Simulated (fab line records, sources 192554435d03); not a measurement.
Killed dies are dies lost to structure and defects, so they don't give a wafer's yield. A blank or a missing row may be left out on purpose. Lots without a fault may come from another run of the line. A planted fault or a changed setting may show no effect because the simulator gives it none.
fab line records | flow n5_finfet
record lots=24 wafers=72 last_day=18
route steps=1938 shown BEOL_M3@969
lots that met no fault: from a run of the same line without faults
start_h: hours from the record's first day to the start of the lot's first wafer shown | wait_h: hours since the lot's step before | " the same as in the row above | L1.1+2: a row that stands for several wafers | - no value, or no start given | * or withheld: withheld | < > ~ a bound
route shown NAME@n: a module of which the file shows steps, and the number in the route of the first | usual: mean/standard deviation of fault-free wafers | same: alike in all rows | chamber/n: place in a boat | sites: the reading at each site | _std_site: their standard deviation | _edge_site: outer sites' mean less inner sites' | radius_mm: how far each site lies from the wafer's centre | mask NAME#n: copy n | behind: the tool/chamber that last shaped the wafer | hold: why the lot was held/for how many hours/how that ended | device: the transistor (n, p or np) that didn't switch | end of line: the same wafers' tests at the end of the route | a step without rows: its recipe alone | killed: dies lost to structure and defects at the first sort, not the wafer's yield | map: a wafer's dies, x killed, . not, _ none there
set.NAME: the setting as run; set.NAME@STEP: as run at that earlier step | model.NAME: the simulator's own value behind a step, which no gauge read
steps of the route over a sample of lots; a table a step, a row a wafer
services: from which hour (start_h, from the record's first day; less than 0 if before it) a tool's chamber was out of use, for how many hours, and why
## steps
# step N5_BEOL_M3_DESCUM_33
# recipe chemistry=O2 time_s=7 source_power_w=50 bias_power_w=20 pressure_mtorr=20 rf_frequency_hz=2.712e+07 temp_c=40 resist=CAR-EUV o2_flow_sccm=225
# usual drypump_motor_current_A=5.6/0.43 oes_product_au=0.81/0.087 rf_vpp_V=243.2/1.5 showerhead_plenum_p_Torr=2.10/0.086 throttle_valve_pct=20.51/0.18
# columns lot.wafer tool chamber start_h wait_h drypump_motor_current_A oes_product_au rf_hours_counter_h rf_vpp_V showerhead_plenum_p_Torr throttle_valve_pct
L075.1 rie_diel-02 1 163.01 0.0 5.0 0.96 5 241.4 2.05 20.40
L075.2 " 3 " " 5.7 0.96 17 242.7 2.05 20.39
L075.6 " 2 " " 5.9 0.89 - 244.8 2.22 20.33
L076.4 rie_diel-05 2 169.45 0.1 5.5 0.82 85 242.0 2.03 20.51
L076.5 " 0 " " 5.4 0.70 - 242.3 1.97 20.46
L076.6 " 1 " " 6.3 0.71 - 242.2 2.09 20.75
L074.3 rie_diel-02 2 171.00 1.0 5.9 0.88 29 246.4 2.22 20.33
L074.5 " 0 " " 5.7 0.72 - 243.8 2.09 20.71
L074.6 " 3 " " 5.7 0.95 - 243.0 2.05 20.40
L077.2 rie_diel-04 1 176.67 0.0 5.2 0.71 223 241.9 2.05 20.42
L077.5 " 3 " " 6.2 0.79 - 241.6 2.03 20.83
L077.6 " 0 " " 4.8 0.95 - 246.0 2.24 20.24
L078.3 rie_diel-02 0 184.98 0.2 5.8 0.72 189 241.7 2.09 20.73
L078.4 " 2 " " 5.9 0.87 32 244.0 2.22 20.32
L078.6 " 2 " " 5.9 0.88 - 245.9 2.22 20.33
L079.2 rie_diel-04 1 186.20 0.0 5.2 0.71 225 241.8 2.05 20.43
L079.3 " 2 " " 6.1 0.86 40 245.7 2.20 20.51
L079.4 " 3 " " 6.2 0.79 122 243.3 2.03 20.85
L080.2 rie_diel-05 2 192.53 0.0 5.5 0.80 92 242.3 2.02 20.52
L080.5 " 0 " " 5.4 0.70 - 241.4 1.97 20.50
L080.6 " 1 " " 6.3 0.71 - 243.9 2.08 20.78
L083.3 rie_diel-02 3 205.26 0.0 5.7 0.91 28 242.7 2.05 20.41
L083.5 " 0 " " 5.7 0.71 - 243.1 2.09 20.75
L083.6 " 1 " " 5.1 0.92 - 243.8 2.04 20.42
L081.1 rie_diel-02 3 210.01 0.7 5.8 0.91 29 241.3 2.04 20.43
L081.4 " 1 " " 5.1 0.93 18 242.4 2.04 20.40
L081.5 " 3 " " 5.7 0.91 - 243.5 2.04 20.41
L084.2 rie_diel-04 1 218.99 0.0 5.2 0.70 236 243.3 2.05 20.44
L084.3 " 3 " " 6.2 0.78 132 242.3 2.03 20.85
L084.5 " 3 " " 6.2 0.78 - 241.8 2.03 20.86
L082.1 rie_diel-04 3 219.10 0.1 6.2 0.78 132 241.4 2.03 20.85
L082.3 " 0 " " 4.8 0.89 18 245.6 2.23 20.27
L082.4 " 2 " " 6.2 0.84 50 244.9 2.20 20.53
L085.2 rie_diel-05 0 223.89 0.1 5.4 0.69 233 241.1 1.97 20.48
L085.3 " 3 " " 5.9 0.86 52 243.9 2.22 20.28
L085.4 " 1 " " 6.3 0.70 204 244.2 2.08 20.78
L086.1 rie_diel-05 2 227.24 0.0 5.5 0.81 97 243.1 2.02 20.52
L086.5 " 1 " " 6.3 0.70 - 242.2 2.08 20.78
L086.6 " 2 " " 5.5 0.80 - 241.4 2.02 20.54
L088.1 rie_diel-04 0 231.23 0.0 4.8 0.89 22 245.3 2.23 20.27
L088.5 " 2 " " 6.1 0.84 - 246.2 2.19 20.54
L088.6 " 3 " " 6.2 0.78 - 241.2 2.03 20.85
L089.2 rie_diel-02 1 247.77 0.0 5.1 0.90 30 242.4 2.04 20.44
L089.5 " 3 " " 5.7 0.88 - 242.5 2.04 20.42
L089.6 " 0 " " 5.7 0.71 - 241.8 2.08 20.75
L087.1 rie_diel-04 0 248.62 0.0 4.8 0.88 28 244.0 2.23 20.26
L087.3 " 1 " " 5.1 0.69 246 243.2 2.04 20.45
L087.6 " 2 " " 6.2 0.83 - 245.4 2.19 20.56
L090.1 rie_diel-05 3 255.44 0.0 5.9 0.85 63 244.8 2.21 20.30
L090.3 " 2 " " 5.5 0.80 108 242.9 2.02 20.56
L090.4 " 0 " " 5.4 0.68 - 241.4 1.97 20.51
L092.1 rie_diel-02 0 263.10 0.0 5.7 0.69 215 244.5 2.08 20.76
L092.4 " 1 " " 5.1 0.89 35 242.7 2.03 20.45
L092.6 " 1 " " 5.1 0.89 - 242.0 2.03 20.46
L091.1 rie_diel-05 2 269.94 0.0 5.5 0.79 113 243.5 2.02 20.55
L091.2 " 3 " " 5.9 0.83 68 244.2 2.21 20.30
L091.3 " 0 " " 5.4 0.68 249 239.9 1.96 20.50
L093.1 rie_diel-02 3 270.13 0.0 5.7 0.88 48 242.6 2.04 20.44
L093.2 " 1 " " 5.1 0.89 38 241.5 2.03 20.45
L093.4 " 2 " " 5.8 0.83 59 243.6 2.21 20.37
L095.3 rie_diel-02 3 277.16 0.1 5.7 0.88 50 242.1 2.04 20.45
L095.5 " 2 " " 5.8 0.83 - 245.4 2.21 20.36
L095.6 " 1 " " 5.0 0.87 - 242.7 2.03 20.45
L094.1 rie_diel-05 2 279.10 0.0 5.5 0.79 116 241.6 2.02 20.57
L094.5 " 1 " " 6.3 0.69 - 242.5 2.08 20.80
L094.6 " 2 " " 5.5 0.80 - 241.1 2.02 20.58
L096.1 rie_diel-05 1 289.14 0.0 6.4 0.69 220 243.7 2.08 20.79
L096.2 " 2 " " 5.5 0.78 121 242.5 2.01 20.58
L096.4 " 1 " " 6.3 0.69 - 242.4 2.08 20.80
L097.2 rie_diel-02 0 290.65 0.0 5.7 0.69 225 241.7 2.08 20.78
L097.3 " 2 " " 5.8 0.82 65 243.7 2.21 20.39
L097.5 " 3 " " 5.7 0.86 - 243.0 2.04 20.47
# step N5_BEOL_M3_ETCHBACK_99
# recipe chemistry=CHF3 target=SiO2 target_depth_a=50 time_s=10.4 source_w=215 bias_w=47 Ar_flow_sccm=200 CHF3_flow_sccm=12 ion_energy_ev=100 pressure_mtorr=30
# usual drypump_motor_current_A=5.6/0.44 oes_product_au=0.82/0.084 rf_vpp_V=243/3.2 showerhead_plenum_p_Torr=2.17/0.081 throttle_valve_pct=17.14/0.19
# columns lot.wafer tool chamber start_h wait_h drypump_motor_current_A oes_product_au rf_hours_counter_h rf_vpp_V showerhead_plenum_p_Torr throttle_valve_pct
L075.1 rie_diel-04 2 164.39 1.2 6.1 0.87 34 247 2.29 17.26
L075.2 " 1 " " 5.2 0.70 219 239 2.13 17.25
L075.6 " 2 " " 6.1 0.87 - 249 2.29 17.26
L076.4 rie_diel-05 3 169.79 0.2 5.9 0.87 41 241 2.28 16.86
L076.5 " 1 " " 6.3 0.69 - 240 2.13 17.29
L076.6 " 0 " " 5.3 0.70 - 248 2.02 17.12
L074.3 rie_diel-05 2 172.91 1.5 5.5 0.81 87 237 2.09 17.12
L074.5 " 3 " " 5.9 0.88 - 242 2.28 16.87
L074.6 " 2 " " 5.5 0.81 - 237 2.09 17.12
L077.2 rie_diel-04 1 179.40 2.5 5.2 0.71 223 239 2.13 17.27
L077.5 " 3 " " 6.2 0.79 - 238 2.09 17.37
L077.6 " 2 " " 6.1 0.88 - 247 2.28 17.28
L078.3 rie_diel-02 0 189.49 4.3 5.8 0.71 190 244 2.14 17.33
L078.4 " 3 " " 5.7 0.93 24 242 2.11 17.02
L078.6 " 1 " " 5.1 0.95 - 244 2.13 17.15
L079.2 rie_diel-04 2 198.56 11.4 6.2 0.86 43 248 2.28 17.27
L079.3 " 0 " " 4.8 0.92 10 243 2.29 16.86
L079.4 " 3 " " 6.2 0.78 125 237 2.09 17.36
L080.2 rie_diel-02 3 203.72 11.0 5.7 0.92 27 241 2.11 17.02
L080.5 " 2 " " 5.9 0.86 - 245 2.26 16.86
L080.6 " 3 " " 5.8 0.91 - 241 2.11 17.01
L083.3 rie_diel-04 1 207.46 2.0 5.2 0.69 231 238 2.13 17.27
L083.5 " 1 " " 5.1 0.70 - 238 2.13 17.29
L083.6 " 0 " " 4.8 0.91 - 244 2.29 16.85
L081.1 rie_diel-04 2 216.01 5.8 6.2 0.84 49 248 2.28 17.29
L081.4 " 3 " " 6.2 0.78 131 237 2.08 17.38
L081.5 " 1 " " 5.1 0.68 - 240 2.13 17.29
L084.2 rie_diel-02 2 233.69 14.5 5.8 0.86 48 246 2.26 16.85
L084.3 " 1 " " 5.1 0.91 26 244 2.12 17.17
L084.5 " 2 " " 5.8 0.86 - 247 2.26 16.88
L082.1 rie_diel-02 2 235.59 16.3 5.8 0.85 49 245 2.26 16.86
L082.3 " 1 " " 5.1 0.91 27 244 2.12 17.19
L082.4 " 3 " " 5.7 0.90 39 242 2.10 17.03
L085.2 rie_diel-02 3 236.73 12.1 5.7 0.89 39 243 2.10 17.04
L085.3 " 1 " " 5.1 0.91 27 243 2.12 17.20
L085.4 " 2 " " 5.8 0.85 49 246 2.26 16.88
L088.1 rie_diel-02 3 238.34 6.9 5.8 0.89 39 241 2.10 17.04
L088.5 " 2 " " 5.8 0.85 - 245 2.26 16.86
L088.6 " 1 " " 5.1 0.91 - 243 2.12 17.18
L086.1 rie_diel-02 3 242.65 14.9 5.7 0.89 40 243 2.10 17.04
L086.5 " 1 " " 5.1 0.90 - 243 2.12 17.21
L086.6 " 2 " " 5.8 0.85 - 244 2.26 16.88
L087.1 rie_diel-02 1 250.30 1.5 5.0 0.90 31 244 2.12 17.20
L087.3 " 3 " " 5.7 0.90 42 243 2.10 17.04
L087.6 " 0 " " 5.7 0.70 - 242 2.13 17.36
L089.2 rie_diel-05 3 250.41 2.5 5.9 0.85 61 241 2.27 16.90
L089.5 " 0 " " 5.4 0.68 - 248 2.02 17.17
L089.6 " 3 " " 5.9 0.85 - 242 2.27 16.89
L090.1 rie_diel-04 0 258.94 3.3 4.8 0.87 31 244 2.28 16.90
L090.3 " 1 " " 5.2 0.68 249 239 2.12 17.31
L090.4 " 2 " " 6.2 0.83 62 249 2.27 17.30
L092.1 rie_diel-04 3 271.75 8.3 6.2 0.77 148 239 2.08 17.42
L092.4 " 0 " " 4.8 0.88 - 244 2.28 16.90
L092.6 " 3 " " 6.2 0.76 - 237 2.08 17.42
L093.1 rie_diel-02 0 275.10 4.8 5.7 0.70 219 243 2.13 17.38
L093.2 " 1 " " 5.1 0.89 39 244 2.12 17.20
L093.4 " 3 " " 5.7 0.89 49 241 2.10 17.05
L091.1 rie_diel-05 2 277.20 7.1 5.5 0.79 115 237 2.08 17.17
L091.2 " 3 " " 5.9 0.84 71 241 2.27 16.92
L091.3 " 1 " " 6.3 0.68 214 242 2.12 17.33
L095.3 rie_diel-02 3 277.86 0.4 5.7 0.88 50 240 2.10 17.06
L095.5 " 3 " " 5.7 0.87 - 243 2.10 17.06
L095.6 " 0 " " 5.7 0.70 - 244 2.13 17.39
L094.1 rie_diel-02 3 289.32 10.0 5.7 0.87 54 241 2.10 17.06
L094.5 " 3 " " 5.7 0.87 - 243 2.10 17.06
L094.6 " 0 " " 5.7 0.70 - 243 2.13 17.39
L096.1 rie_diel-02 3 303.67 14.3 5.7 0.87 60 242 2.10 17.08
L096.2 " 0 " " 5.8 0.69 230 243 2.13 17.41
L096.4 " 2 " " 5.9 0.82 70 246 2.25 16.92
L097.2 rie_diel-04 3 307.02 16.2 6.2 0.76 160 239 2.07 17.44
L097.3 " 1 " " 5.1 0.98 7 239 2.12 16.93
L097.5 " 0 " " 4.8 0.86 - 243 2.28 16.92
# step N5_BEOL_M3_ETCH_41
# recipe chemistry=CH3F/O2 target=SiCN target_depth_a=299 taper_deg=2 time_s=52.5 ion_energy_ev=120 mask_material=TiN pressure_mtorr=30 source_w=395 bias_w=75 Ar_flow_sccm=150 CH3F_flow_sccm=30 O2_flow_sccm=20
# usual drypump_motor_current_A=5.6/0.44 oes_product_au=0.82/0.084 rf_vpp_V=297.6/1.8 showerhead_plenum_p_Torr=2.01/0.076 throttle_valve_pct=16.38/0.19
# columns lot.wafer tool chamber start_h wait_h drypump_motor_current_A oes_product_au rf_hours_counter_h rf_vpp_V showerhead_plenum_p_Torr throttle_valve_pct
L075.1 rie_diel-04 2 - - 6.2 0.88 34 300.5 2.12 16.47
L075.2 " 1 " " 5.2 0.70 219 297.3 1.98 16.51
L075.6 " 2 " " 6.2 0.88 - 299.6 2.12 16.47
L076.4 rie_diel-05 3 - - 5.9 0.86 41 300.2 2.12 16.12
L076.5 " 1 " " 6.3 0.68 - 296.4 1.98 16.54
L076.6 " 0 " " 5.4 0.69 - 294.6 1.88 16.38
L074.3 rie_diel-05 2 - - 5.5 0.81 87 294.5 1.94 16.37
L074.5 " 3 " " 5.9 0.88 - 301.8 2.12 16.11
L074.6 " 2 " " 5.5 0.81 - 295.5 1.94 16.36
L077.2 rie_diel-04 1 - - 5.2 0.70 223 296.3 1.98 16.52
L077.5 " 3 " " 6.2 0.79 - 294.9 1.94 16.61
L077.6 " 2 " " 6.1 0.88 - 299.8 2.12 16.47
L078.3 rie_diel-02 0 - - 5.8 0.72 190 297.3 1.99 16.60
L078.4 " 3 " " 5.7 0.93 24 296.3 1.96 16.27
L078.6 " 1 " " 5.1 0.94 - 296.8 1.97 16.34
L079.2 rie_diel-04 2 - - 6.2 0.87 43 300.1 2.12 16.50
L079.3 " 0 " " 4.8 0.93 10 298.4 2.13 16.10
L079.4 " 3 " " 6.2 0.79 125 297.1 1.94 16.62
L080.2 rie_diel-02 3 - - 5.7 0.92 28 297.9 1.96 16.27
L080.5 " 2 " " 5.8 0.86 - 299.1 2.10 16.13
L080.6 " 3 " " 5.7 0.92 - 295.8 1.96 16.27
L083.3 rie_diel-04 1 - - 5.2 0.69 231 296.6 1.98 16.51
L083.5 " 1 " " 5.2 0.69 - 296.7 1.98 16.53
L083.6 " 0 " " 4.8 0.92 - 301.6 2.13 16.12
L081.1 rie_diel-04 2 - - 6.1 0.84 49 299.1 2.12 16.50
L081.4 " 3 " " 6.2 0.78 132 296.2 1.94 16.63
L081.5 " 1 " " 5.2 0.69 - 296.8 1.98 16.54
L084.2 rie_diel-02 2 - - 5.8 0.86 48 299.2 2.10 16.14
L084.3 " 1 " " 5.1 0.92 26 297.0 1.97 16.40
L084.5 " 2 " " 5.8 0.85 - 300.4 2.10 16.14
L082.1 rie_diel-02 2 - - 5.8 0.85 49 300.4 2.10 16.14
L082.3 " 1 " " 5.1 0.90 27 296.2 1.97 16.39
L082.4 " 3 " " 5.7 0.89 39 296.9 1.95 16.28
L085.2 rie_diel-02 3 - - 5.7 0.90 39 296.9 1.95 16.30
L085.3 " 1 " " 5.1 0.91 27 296.2 1.97 16.40
L085.4 " 2 " " 5.8 0.86 49 297.6 2.10 16.14
L088.1 rie_diel-02 3 - - 5.7 0.91 39 296.2 1.95 16.29
L088.5 " 2 " " 5.8 0.86 - 299.9 2.10 16.14
L088.6 " 1 " " 5.1 0.91 - 298.1 1.97 16.38
L086.1 rie_diel-02 3 - - 5.7 0.88 40 295.1 1.95 16.28
L086.5 " 1 " " 5.0 0.91 - 298.1 1.97 16.38
L086.6 " 2 " " 5.9 0.85 - 300.7 2.10 16.14
L087.1 rie_diel-02 1 - - 5.1 0.90 31 295.9 1.97 16.38
L087.3 " 3 " " 5.7 0.90 42 296.8 1.95 16.29
L087.6 " 0 " " 5.7 0.71 - 296.3 1.99 16.64
L089.2 rie_diel-05 3 - - 5.9 0.84 61 300.3 2.11 16.14
L089.5 " 0 " " 5.4 0.69 - 294.9 1.88 16.44
L089.6 " 3 " " 5.9 0.84 - 300.2 2.11 16.14
L090.1 rie_diel-04 0 - - 4.8 0.88 31 299.1 2.12 16.16
L090.3 " 1 " " 5.2 0.68 249 297.8 1.97 16.57
L090.4 " 2 " " 6.1 0.84 62 300.0 2.11 16.53
L092.1 rie_diel-04 3 - - 6.2 0.77 149 295.6 1.93 16.66
L092.4 " 0 " " 4.8 0.88 - 298.9 2.12 16.16
L092.6 " 3 " " 6.2 0.76 - 296.9 1.93 16.67
L093.1 rie_diel-02 0 - - 5.7 0.69 220 297.2 1.98 16.67
L093.2 " 1 " " 5.1 0.89 39 297.6 1.96 16.40
L093.4 " 3 " " 5.8 0.89 49 295.1 1.95 16.29
L091.1 rie_diel-05 2 - - 5.5 0.78 115 297.4 1.93 16.41
L091.2 " 3 " " 5.9 0.84 71 298.6 2.11 16.15
L091.3 " 1 " " 6.3 0.68 214 296.2 1.97 16.60
L095.3 rie_diel-02 3 - - 5.8 0.88 50 297.2 1.95 16.32
L095.5 " 3 " " 5.7 0.88 - 295.3 1.95 16.31
L095.6 " 0 " " 5.8 0.70 - 297.0 1.98 16.67
L094.1 rie_diel-02 3 - - 5.8 0.87 55 298.1 1.95 16.32
L094.5 " 3 " " 5.7 0.87 - 296.5 1.95 16.31
L094.6 " 0 " " 5.7 0.69 - 297.6 1.98 16.68
L096.1 rie_diel-02 3 - - 5.7 0.86 60 297.7 1.95 16.32
L096.2 " 0 " " 5.7 0.69 230 296.5 1.98 16.68
L096.4 " 2 " " 5.8 0.83 70 298.6 2.09 16.17
L097.2 rie_diel-04 3 - - 6.2 0.77 160 296.9 1.93 16.69
L097.3 " 1 " " 5.2 0.98 7 298.1 1.97 16.13
L097.5 " 0 " " 4.8 0.85 - 299.6 2.12 16.19
# step N5_BEOL_M3_ANNEAL_49
# recipe temp_c=400 time_s=240 ambient=vacuum
# usual heater_power_w=813/67 susceptor_temp_C_max=400.8/0.37
# columns lot.wafer tool chamber start_h wait_h heater_power_w susceptor_temp_C_max
L075.1 pvd_sputter-02 - 166.11 0.0 929 400.4
L075.2 " - " " 781 400.6
L075.6 " - " " 902 400.4
L076.4 pvd_sputter-02 - 171.07 0.1 763 400.6
L076.5 " - " " 933 400.3
L076.6 " - " " 768 400.2
L074.3 pvd_sputter-01 - 174.52 0.0 811 400.6
L074.5 " - " " 814 400.8
L074.6 " - " " 858 401.1
L077.2 pvd_sputter-03 - 181.15 0.0 798 401.0
L077.5 " - " " 912 400.9
L077.6 " - " " 840 401.3
L078.3 pvd_sputter-03 - 191.77 0.0 796 401.1
L078.4 " - " " 851 401.5
L078.6 " - " " 754 400.7
L079.2 pvd_sputter-01 - 200.25 0.0 821 400.4
L079.3 " - " " 742 400.4
L079.4 " - " " 856 401.3
L080.2 pvd_sputter-02 - 205.39 0.0 715 400.9
L080.5 " - " " 938 400.7
L080.6 " - " " 778 400.6
L083.3 pvd_sputter-03 - 209.37 0.0 804 401.1
L083.5 " - " " 777 400.7
L083.6 " - " " 760 400.5
L081.1 pvd_sputter-03 - 219.33 0.0 804 401.2
L081.4 " - " " 941 400.9
L081.5 " - " " 921 401.4
L084.2 pvd_sputter-03 - 235.43 0.0 791 400.8
L084.3 " - " " 748 400.6
L084.5 " - " " 752 400.8
L082.1 pvd_sputter-01 - 237.21 0.0 758 400.9
L082.3 " - " " 794 400.7
L082.4 " - " " 868 401.6
L085.2 pvd_sputter-03 - 238.61 0.0 805 400.9
L085.3 " - " " 823 401.8
L085.4 " - " " 935 400.8
L088.1 pvd_sputter-01 - 240.21 0.0 797 400.5
L088.5 " - " " 824 400.8
L088.6 " - " " 746 400.7
L086.1 pvd_sputter-02 - 245.68 0.0 934 400.8
L086.5 " - " " 766 400.7
L086.6 " - " " 953 400.6
L087.1 pvd_sputter-02 - 251.88 0.0 923 400.5
L087.3 " - " " 700 401.1
L087.6 " - " " 752 400.5
L089.2 pvd_sputter-01 - 252.01 0.0 809 401.2
L089.5 " - " " 845 401.2
L089.6 " - " " 803 400.7
L090.1 pvd_sputter-01 - 260.67 0.0 811 400.8
L090.3 " - " " 756 401.2
L090.4 " - " " 797 400.5
L092.1 pvd_sputter-01 - 273.45 0.0 796 400.5
L092.4 " - " " 801 400.8
L092.6 " - " " 804 401.1
L093.1 pvd_sputter-03 - 276.76 0.0 784 400.6
L093.2 " - " " 741 400.6
L093.4 " - " " 951 400.9
L091.1 pvd_sputter-01 - 279.15 0.0 738 401.0
L091.2 " - " " 811 400.7
L091.3 " - " " 859 400.9
L095.3 pvd_sputter-02 - 279.32 0.0 910 400.5
L095.5 " - " " 758 399.9
L095.6 " - " " 717 400.9
L094.1 pvd_sputter-02 - 292.65 0.0 772 400.8
L094.5 " - " " 700 401.1
L094.6 " - " " 756 400.6
L096.1 pvd_sputter-02 - 305.59 0.0 774 400.8
L096.2 " - " " 924 400.9
L096.4 " - " " 691 400.8
L097.2 pvd_sputter-03 - 309.67 0.0 816 401.4
L097.3 " - " " 915 400.9
L097.5 " - " " 934 401.0
# step N5_BEOL_M3_ANNEAL_91
# recipe temp_c=400 time_s=240 ambient=vacuum
# usual heater_power_w=814/67 susceptor_temp_C_max=400.8/0.37
# columns lot.wafer tool chamber start_h wait_h heater_power_w susceptor_temp_C_max
L075.1 pvd_sputter-02 - 167.21 0.0 909 400.7
L075.2 " - " " 784 400.9
L075.6 " - " " 911 400.7
L076.4 pvd_sputter-02 - 172.17 0.1 787 400.2
L076.5 " - " " 925 400.4
L076.6 " - " " 779 400.4
L074.3 pvd_sputter-01 - 175.62 0.0 791 400.7
L074.5 " - " " 821 400.7
L074.6 " - " " 867 400.9
L077.2 pvd_sputter-03 - 182.25 0.0 796 401.1
L077.5 " - " " 957 400.8
L077.6 " - " " 816 401.1
L078.3 pvd_sputter-03 - 192.87 0.0 800 401.3
L078.4 " - " " 847 400.5
L078.6 " - " " 750 400.6
L079.2 pvd_sputter-01 - 201.35 0.0 804 400.7
L079.3 " - " " 750 400.7
L079.4 " - " " 857 401.2
L080.2 pvd_sputter-02 - 206.49 0.0 719 400.8
L080.5 " - " " 925 401.0
L080.6 " - " " 781 400.5
L083.3 pvd_sputter-03 - 210.47 0.0 772 401.0
L083.5 " - " " 784 401.0
L083.6 " - " " 770 401.0
L081.1 pvd_sputter-03 - 220.43 0.0 805 401.3
L081.4 " - " " 923 400.4
L081.5 " - " " 914 401.1
L084.2 pvd_sputter-03 - 236.53 0.0 808 401.0
L084.3 " - " " 763 400.9
L084.5 " - " " 734 400.5
L082.1 pvd_sputter-01 - 238.31 0.0 744 400.8
L082.3 " - " " 799 400.5
L082.4 " - " " 850 401.9
L085.2 pvd_sputter-03 - 239.71 0.0 786 400.5
L085.3 " - " " 852 400.9
L085.4 " - " " 901 400.6
L088.1 pvd_sputter-01 - 241.31 0.0 813 400.6
L088.5 " - " " 807 400.8
L088.6 " - " " 756 400.4
L086.1 pvd_sputter-02 - 246.78 0.0 916 400.6
L086.5 " - " " 765 399.9
L086.6 " - " " 939 401.0
L087.1 pvd_sputter-02 - 252.98 0.0 933 400.6
L087.3 " - " " 699 401.3
L087.6 " - " " 774 400.4
L089.2 pvd_sputter-01 - 253.11 0.0 782 400.3
L089.5 " - " " 850 401.4
L089.6 " - " " 782 400.5
L090.1 pvd_sputter-01 - 261.77 0.0 814 401.1
L090.3 " - " " 721 400.4
L090.4 " - " " 792 400.4
L092.1 pvd_sputter-01 - 274.55 0.0 797 400.3
L092.4 " - " " 805 401.1
L092.6 " - " " 817 401.2
L093.1 pvd_sputter-03 - 277.86 0.0 783 401.1
L093.2 " - " " 769 400.4
L093.4 " - " " 942 400.7
L091.1 pvd_sputter-01 - 280.25 0.0 763 401.1
L091.2 " - " " 821 400.8
L091.3 " - " " 863 401.7
L095.3 pvd_sputter-02 - 280.42 0.0 925 400.6
L095.5 " - " " 748 400.8
L095.6 " - " " 707 400.8
L094.1 pvd_sputter-02 - 293.75 0.0 776 400.5
L094.5 " - " " 690 400.2
L094.6 " - " " 791 400.7
L096.1 pvd_sputter-02 - 306.69 0.0 785 400.6
L096.2 " - " " 915 401.0
L096.4 " - " " 702 401.2
L097.2 pvd_sputter-03 - 310.77 0.0 820 401.0
L097.3 " - " " 925 400.8
L097.5 " - " " 942 400.6
# step N5_BEOL_M3_SPUTTER_92
# recipe material=Cu target_thk_a=45 temp_c=-20 chamber_pressure_pa=0.07 power_w=withheld time_s=8.29
# usual throttle_valve_pct=30.0/0.88
# columns lot.wafer tool chamber start_h wait_h throttle_valve_pct
L075.1 pvd_sputter-02 - 167.35 0.1 30.0
L075.2 " - " " 29.9
L075.6 " - " " 30.2
L076.4 pvd_sputter-02 - 172.28 0.0 30.1
L076.5 " - " " 30.4
L076.6 " - " " 29.7
L074.3 pvd_sputter-01 - 175.76 0.1 30.3
L074.5 " - " " 30.7
L074.6 " - " " 30.6
L077.2 pvd_sputter-03 - 182.39 0.1 29.2
L077.5 " - " " 29.7
L077.6 " - " " 28.4
L078.3 pvd_sputter-03 - 193.01 0.1 28.9
L078.4 " - " " 28.3
L078.6 " - " " 31.3
L079.2 pvd_sputter-01 - 201.49 0.1 30.7
L079.3 " - " " 28.9
L079.4 " - " " 31.1
L080.2 pvd_sputter-02 - 206.63 0.1 30.0
L080.5 " - " " 30.0
L080.6 " - " " 30.6
L083.3 pvd_sputter-03 - 210.61 0.1 28.8
L083.5 " - " " 29.0
L083.6 " - " " 31.4
L081.1 pvd_sputter-03 - 220.57 0.1 29.0
L081.4 " - " " 29.7
L081.5 " - " " 29.5
L084.2 pvd_sputter-03 - 236.67 0.1 29.1
L084.3 " - " " 31.5
L084.5 " - " " 31.5
L082.1 pvd_sputter-01 - 238.45 0.1 28.8
L082.3 " - " " 30.3
L082.4 " - " " 31.1
L085.2 pvd_sputter-03 - 239.85 0.1 29.1
L085.3 " - " " 28.1
L085.4 " - " " 30.1
L088.1 pvd_sputter-01 - 241.45 0.1 30.1
L088.5 " - " " 30.6
L088.6 " - " " 29.1
L086.1 pvd_sputter-02 - 246.92 0.1 30.0
L086.5 " - " " 30.5
L086.6 " - " " 30.0
L087.1 pvd_sputter-02 - 253.12 0.1 29.9
L087.3 " - " " 29.7
L087.6 " - " " 30.3
L089.2 pvd_sputter-01 - 253.25 0.1 30.1
L089.5 " - " " 31.0
L089.6 " - " " 30.3
L090.1 pvd_sputter-01 - 261.91 0.1 30.7
L090.3 " - " " 29.0
L090.4 " - " " 30.1
L092.1 pvd_sputter-01 - 274.69 0.1 30.3
L092.4 " - " " 30.7
L092.6 " - " " 30.7
L093.1 pvd_sputter-03 - 278.00 0.1 29.0
L093.2 " - " " 31.5
L093.4 " - " " 29.7
L091.1 pvd_sputter-01 - 280.39 0.1 29.0
L091.2 " - " " 30.7
L091.3 " - " " 31.1
L095.3 pvd_sputter-02 - 280.56 0.1 30.2
L095.5 " - " " 30.3
L095.6 " - " " 29.6
L094.1 pvd_sputter-02 - 293.89 0.1 30.2
L094.5 " - " " 29.3
L094.6 " - " " 29.9
L096.1 pvd_sputter-02 - 306.83 0.1 30.0
L096.2 " - " " 30.0
L096.4 " - " " 30.0
L097.2 pvd_sputter-03 - 310.91 0.1 29.0
L097.3 " - " " 29.7
L097.5 " - " " 29.5
## services
# columns tool chamber start_h hours kind
rie_diel-04 0 145.27 - clean
rie_diel-04 0 145.27 - consumable_replace:focus_ring
rie_diel-04 0 145.27 - consumable_replace:showerhead
rie_diel-04 0 145.27 22.0 scheduled_down
rie_diel-04 0 145.27 22.0 vent_cycle
rie_diel-02 2 146.85 7.3 repair
rie_diel-02 - 174.45 5.9 repair
rie_diel-05 - 207.71 14.6 pm
rie_diel-05 1 238.66 19.1 repair
rie_diel-02 3 253.47 2.3 repair
rie_diel-04 1 263.33 - clean
rie_diel-04 1 263.33 - consumable_replace:focus_ring
rie_diel-05 0 273.24 - clean
rie_diel-05 0 273.24 - consumable_replace:focus_ring
rie_diel-05 0 273.24 - consumable_replace:showerhead
## key
fault none
